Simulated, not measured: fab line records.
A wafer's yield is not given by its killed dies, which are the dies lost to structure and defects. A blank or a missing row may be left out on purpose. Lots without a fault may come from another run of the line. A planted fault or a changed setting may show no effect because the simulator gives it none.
fab line records ; flow nand-harc ; part 2 of 2: steps 25 to 31 of 31
record lots=5; wafers=15; last-day=26
route steps=1159 shown A_STAIRCASE@527
lots that met no fault: from a run of the same line without faults
start-h: the number of hours between the record's first day and the start of the first shown wafer of the lot ; wait-h: hours from the lot's prior step to this one ; " as in the row above ; L1.1+2: several wafers, shown together as one row ; - no value, or no start given ; * or withheld: withheld ; < > ~ a bound
route shown NAME@n: NAME is a module with steps in the file, n the number in the route of the first one ; usual: mean/standard deviation taken from wafers without a fault ; same: alike in all rows ; chamber/n: place in a boat ; sites: the reading at each site ; _std_site: how widely they spread, as a standard deviation ; _edge_site: inner sites' mean taken away from outer sites' mean ; radius-mm: how far each site lies from the wafer's centre ; mask NAME#n: copy n ; behind: the last tool/chamber to shape the wafer ; hold: why the lot went on hold/how many hours it stayed there/how the hold came to an end ; device: the transistor (n, p or np) that didn't switch ; end of line: at the end of the route, the tests of the same wafers ; a step without rows: its recipe alone ; killed: the dies lost at the first sort to structure and to defects; this is not the yield of the wafer ; map: shows each die of a wafer: x if killed, . if not, _ if none is there
set.NAME: the setting that was run; set.NAME@STEP: the one run at that earlier step ; model.NAME: the simulator's own value behind a step, which no gauge read
lots at some steps of the route; a table a step, a row a wafer
services: a tool's chamber out of use, with start hour (start-h, from the record's first day; less than 0 if before it), hours out, and reason
## steps
# step NHARC_A_STAIRCASE_ETCH_17
# recipe target-depth-a=1000; time-s=40.5; ion-energy-ev=400; c4f8-flow-sccm=20; o2-flow-sccm=10; ar-flow-sccm=withheld; rf-w=600; bias-w=1000; chemistry=C4F8/O2
# usual oes-product-au=0.941/0.0097; rf-vpp-V=896/6.1
lot.wafer;tool;chamber;start-h;wait-h;oes-product-au;rf-hours-counter-h;rf-vpp-V
L076.3;rie-diel-08;3;-;-;0.940;45;890
L076.4;rie-diel-08;2;-;-;0.928;46;903
L076.6;rie-diel-08;3;-;-;0.947;-;891
L075.4;rie-diel-12;1;-;-;0.945;13;902
L075.2;rie-diel-12;0;-;-;0.953;15;891
L075.5;rie-diel-12;2;-;-;0.944;-;886
L081.1;rie-diel-11;2;-;-;0.940;32;896
L081.5;rie-diel-11;3;-;-;0.920;-;890
L081.6;rie-diel-11;0;-;-;0.933;-;887
L089.1;rie-diel-08;0;-;-;0.939;11;907
L089.6;rie-diel-08;0;-;-;0.938;-;907
L089.5;rie-diel-08;1;-;-;0.951;-;898
L097.4;rie-diel-12;1;-;-;0.936;1;903
L097.1;rie-diel-12;2;-;-;0.946;1;887
L097.6;rie-diel-12;3;-;-;0.954;-;901
# step NHARC_A_STAIRCASE_TRIM_18
# recipe time-s=211.2; o2-flow-sccm=500; ar-flow-sccm=0; bias-w=0; chemistry=O2
# usual drypump-motor-current-A=5.7/0.53; oes-product-au=0.998/0.0084; rf-vpp-V=57.8/0.97; showerhead-plenum-p-Torr=3.53/0.17; throttle-valve-pct=17.036/0.0093
lot.wafer;tool;chamber;start-h;wait-h;drypump-motor-current-A;oes-product-au;rf-hours-counter-h;rf-vpp-V;showerhead-plenum-p-Torr;throttle-valve-pct
L076.4;rie-diel-08;0;-;-;5.7;1.012;43;56.9;3.27;17.019
L076.3;rie-diel-08;1;-;-;5.4;1.002;46;57.4;3.63;17.039
L076.6;rie-diel-08;1;-;-;5.4;1.010;-;57.6;3.63;17.031
L075.4;rie-diel-12;1;-;-;6.0;1.005;13;58.6;3.70;17.040
L075.2;rie-diel-12;3;-;-;6.1;1.002;16;58.5;3.68;17.027
L075.5;rie-diel-12;1;-;-;6.0;1.003;-;58.8;3.70;17.026
L081.1;rie-diel-11;2;-;-;6.1;1.002;32;57.5;3.49;17.035
L081.5;rie-diel-11;3;-;-;4.8;1.006;-;57.9;3.36;17.033
L081.6;rie-diel-11;0;-;-;5.9;0.996;-;57.9;3.32;17.036
L089.1;rie-diel-08;1;-;-;5.4;1.007;8;57.0;3.62;17.035
L089.6;rie-diel-08;1;-;-;5.4;0.998;-;58.2;3.62;17.044
L089.5;rie-diel-08;2;-;-;4.8;0.999;-;59.8;3.69;17.033
L097.1;rie-diel-12;3;-;-;6.1;0.991;1;59.5;3.65;17.045
L097.4;rie-diel-12;0;-;-;6.4;0.977;1;55.3;3.39;17.040
L097.6;rie-diel-12;2;-;-;5.1;1.011;-;57.2;3.29;17.028
# step NHARC_A_STAIRCASE_ETCH_19
# recipe target-depth-a=1000; time-s=40.5; ion-energy-ev=400; c4f8-flow-sccm=20; o2-flow-sccm=10; ar-flow-sccm=withheld; rf-w=600; bias-w=1000; chemistry=C4F8/O2
# usual oes-product-au=0.939/0.0092; rf-vpp-V=895/6.2
lot.wafer;tool;chamber;start-h;wait-h;oes-product-au;rf-hours-counter-h;rf-vpp-V
L076.4;rie-diel-08;3;-;-;0.947;45;892
L076.3;rie-diel-08;2;-;-;0.932;47;903
L076.6;rie-diel-08;0;-;-;0.946;-;886
L075.4;rie-diel-12;3;-;-;0.939;16;902
L075.2;rie-diel-12;1;-;-;0.957;13;901
L075.5;rie-diel-12;0;-;-;0.943;-;891
L081.1;rie-diel-11;0;-;-;0.944;31;888
L081.5;rie-diel-11;3;-;-;0.933;-;889
L081.6;rie-diel-11;0;-;-;0.938;-;888
L089.1;rie-diel-08;3;-;-;0.944;11;892
L089.5;rie-diel-08;2;-;-;0.935;-;901
L089.6;rie-diel-08;3;-;-;0.947;-;891
L097.4;rie-diel-12;2;-;-;0.955;1;888
L097.1;rie-diel-12;0;-;-;0.929;1;891
L097.6;rie-diel-12;2;-;-;0.956;-;888
# step NHARC_A_STAIRCASE_TRIM_20
# recipe time-s=211.2; o2-flow-sccm=500; ar-flow-sccm=0; bias-w=0; chemistry=O2
# usual drypump-motor-current-A=5.8/0.53; oes-product-au=0.997/0.0072; rf-vpp-V=57.7/0.96; showerhead-plenum-p-Torr=3.50/0.16; throttle-valve-pct=17.037/0.008
lot.wafer;tool;chamber;start-h;wait-h;drypump-motor-current-A;oes-product-au;rf-hours-counter-h;rf-vpp-V;showerhead-plenum-p-Torr;throttle-valve-pct
L076.4;rie-diel-12;0;251.71;0.1;6.4;0.999;14;56.5;3.41;17.033
L076.3;rie-diel-12;2;251.71;0.1;5.2;0.996;13;57.4;3.31;17.030
L076.6;rie-diel-12;1;251.71;0.1;6.0;0.996;-;59.2;3.70;17.032
L075.2;rie-diel-12;2;255.37;0.1;5.2;1.004;14;58.2;3.31;17.034
L075.4;rie-diel-12;3;255.37;0.1;6.1;1.003;16;59.2;3.68;17.014
L075.5;rie-diel-12;0;255.37;0.1;6.4;0.991;-;58.4;3.41;17.031
L081.1;rie-diel-11;3;289.43;0.1;4.8;0.983;34;57.5;3.36;17.046
L081.6;rie-diel-11;0;289.43;0.1;6.0;0.984;-;57.5;3.32;17.037
L081.5;rie-diel-11;1;289.43;0.1;6.4;0.999;-;57.7;3.46;17.046
L089.1;rie-diel-11;2;356.20;0.1;6.0;0.981;48;57.8;3.48;17.022
L089.5;rie-diel-11;2;356.20;0.1;6.0;0.984;-;58.5;3.48;17.026
L089.6;rie-diel-11;1;356.20;0.1;6.4;0.992;-;56.3;3.45;17.032
L097.4;rie-diel-11;1;390.97;0.1;6.4;0.988;7;57.6;3.44;17.039
L097.1;rie-diel-11;0;390.97;0.1;5.9;0.987;6;55.7;3.30;17.038
L097.6;rie-diel-11;1;390.97;0.1;6.4;0.992;-;56.5;3.44;17.048
# step NHARC_A_STAIRCASE_ETCH_21
# recipe target-depth-a=1000; time-s=40.5; ion-energy-ev=400; c4f8-flow-sccm=20; o2-flow-sccm=10; ar-flow-sccm=withheld; rf-w=600; bias-w=1000; chemistry=C4F8/O2
# usual oes-product-au=0.945/0.013; rf-vpp-V=895/6
lot.wafer;tool;chamber;start-h;wait-h;oes-product-au;rf-hours-counter-h;rf-vpp-V
L076.3;rie-diel-12;1;-;-;0.961;12;904
L076.4;rie-diel-12;3;-;-;0.969;15;901
L076.6;rie-diel-12;1;-;-;0.959;-;903
L075.2;rie-diel-12;1;-;-;0.934;13;903
L075.4;rie-diel-12;2;-;-;0.950;14;887
L075.5;rie-diel-12;1;-;-;0.933;-;903
L081.1;rie-diel-11;0;-;-;0.942;32;890
L081.6;rie-diel-11;2;-;-;0.938;-;894
L081.5;rie-diel-11;3;-;-;0.940;-;890
L089.1;rie-diel-11;0;-;-;0.954;49;887
L089.6;rie-diel-11;0;-;-;0.953;-;887
L089.5;rie-diel-11;2;-;-;0.951;-;895
L097.4;rie-diel-11;1;-;-;0.962;7;893
L097.1;rie-diel-11;3;-;-;0.977;6;890
L097.6;rie-diel-11;2;-;-;0.959;-;895
# step NHARC_A_STAIRCASE_TRIM_22
# recipe time-s=211.2; o2-flow-sccm=500; ar-flow-sccm=0; bias-w=0; chemistry=O2
# usual drypump-motor-current-A=5.8/0.54; oes-product-au=0.997/0.0073; rf-vpp-V=57.8/0.79; showerhead-plenum-p-Torr=3.50/0.16; throttle-valve-pct=17.037/0.0093
lot.wafer;tool;chamber;start-h;wait-h;drypump-motor-current-A;oes-product-au;rf-hours-counter-h;rf-vpp-V;showerhead-plenum-p-Torr;throttle-valve-pct
L076.4;rie-diel-12;2;-;-;5.2;1.004;13;58.3;3.31;17.055
L076.3;rie-diel-12;3;-;-;6.1;0.981;15;57.4;3.68;17.043
L076.6;rie-diel-12;2;-;-;5.2;1.003;-;57.9;3.31;17.034
L075.2;rie-diel-12;3;-;-;6.1;0.998;16;58.5;3.68;17.047
L075.4;rie-diel-12;0;-;-;6.4;0.997;15;56.8;3.41;17.033
L075.5;rie-diel-12;0;-;-;6.4;0.991;-;58.4;3.41;17.031
L081.1;rie-diel-11;0;-;-;5.9;1.002;32;57.2;3.32;17.035
L081.5;rie-diel-11;3;-;-;4.8;1.004;-;57.0;3.36;17.032
L081.6;rie-diel-11;0;-;-;5.9;1.008;-;57.5;3.32;17.033
L089.1;rie-diel-11;1;-;-;6.4;0.992;47;58.8;3.45;17.051
L089.6;rie-diel-11;2;-;-;6.0;0.994;-;57.2;3.48;17.048
L089.5;rie-diel-11;0;-;-;5.9;0.987;-;58.0;3.31;17.026
L097.4;rie-diel-11;1;-;-;6.4;0.999;7;57.7;3.44;17.009
L097.1;rie-diel-11;3;-;-;4.8;1.003;6;57.8;3.34;17.035
L097.6;rie-diel-11;1;-;-;6.4;0.993;-;58.2;3.44;17.041
# step NHARC_A_STAIRCASE_ETCH_23
# recipe target-depth-a=1000; time-s=40.5; ion-energy-ev=400; c4f8-flow-sccm=20; o2-flow-sccm=10; ar-flow-sccm=withheld; rf-w=600; bias-w=1000; chemistry=C4F8/O2
# usual oes-product-au=0.942/0.0096; rf-vpp-V=895/5.7
lot.wafer;tool;chamber;start-h;wait-h;oes-product-au;rf-hours-counter-h;rf-vpp-V
L076.3;rie-diel-12;3;-;-;0.956;15;901
L076.4;rie-diel-12;0;-;-;0.952;14;892
L076.6;rie-diel-12;0;-;-;0.955;-;893
L075.4;rie-diel-12;0;-;-;0.935;16;893
L075.2;rie-diel-12;1;-;-;0.953;13;902
L075.5;rie-diel-12;3;-;-;0.930;-;902
L081.1;rie-diel-11;0;-;-;0.946;32;888
L081.5;rie-diel-11;0;-;-;0.946;-;889
L081.6;rie-diel-11;1;-;-;0.950;-;894
L089.1;rie-diel-11;2;-;-;0.941;48;897
L089.6;rie-diel-11;2;-;-;0.943;-;894
L089.5;rie-diel-11;0;-;-;0.941;-;888
L097.4;rie-diel-11;0;-;-;0.952;7;887
L097.1;rie-diel-11;2;-;-;0.945;7;894
L097.6;rie-diel-11;0;-;-;0.963;-;888
## services
tool;chamber;start-h;hours;kind
krf-scanner-03;-;226.22;0.7;repair
rie-diel-12;0;237.18;-;clean
plasma-asher-01;-;247.79;0.9;repair
rie-diel-08;3;254.88;4.5;repair
rie-diel-12;2;260.83;21.4;repair
plasma-asher-01;-;265.15;0.4;repair
rie-diel-11;2;274.75;2.8;repair
plasma-asher-01;-;276.18;9.0;pm
rie-diel-08;-;303.12;9.0;pm
krf-scanner-04;-;314.42;4.0;pm
krf-scanner-02;-;329.45;1.5;repair
wet-bench-04;-;339.20;8.0;pm
krf-scanner-03;-;340.00;4.0;pm
litho-track-02;-;340.00;7.0;pm
krf-scanner-03;-;351.14;0.5;repair
rie-diel-11;3;355.72;3.5;repair
wet-bench-02;-;356.02;8.0;pm
litho-track-07;-;364.00;7.0;pm
rie-diel-11;-;368.08;9.0;pm
rie-diel-08;3;368.91;2.4;repair
wet-bench-02;-;378.20;1.1;repair
rie-diel-12;-;380.27;9.0;pm
krf-scanner-02;-;382.01;4.0;pm
litho-track-03;-;388.00;7.0;pm
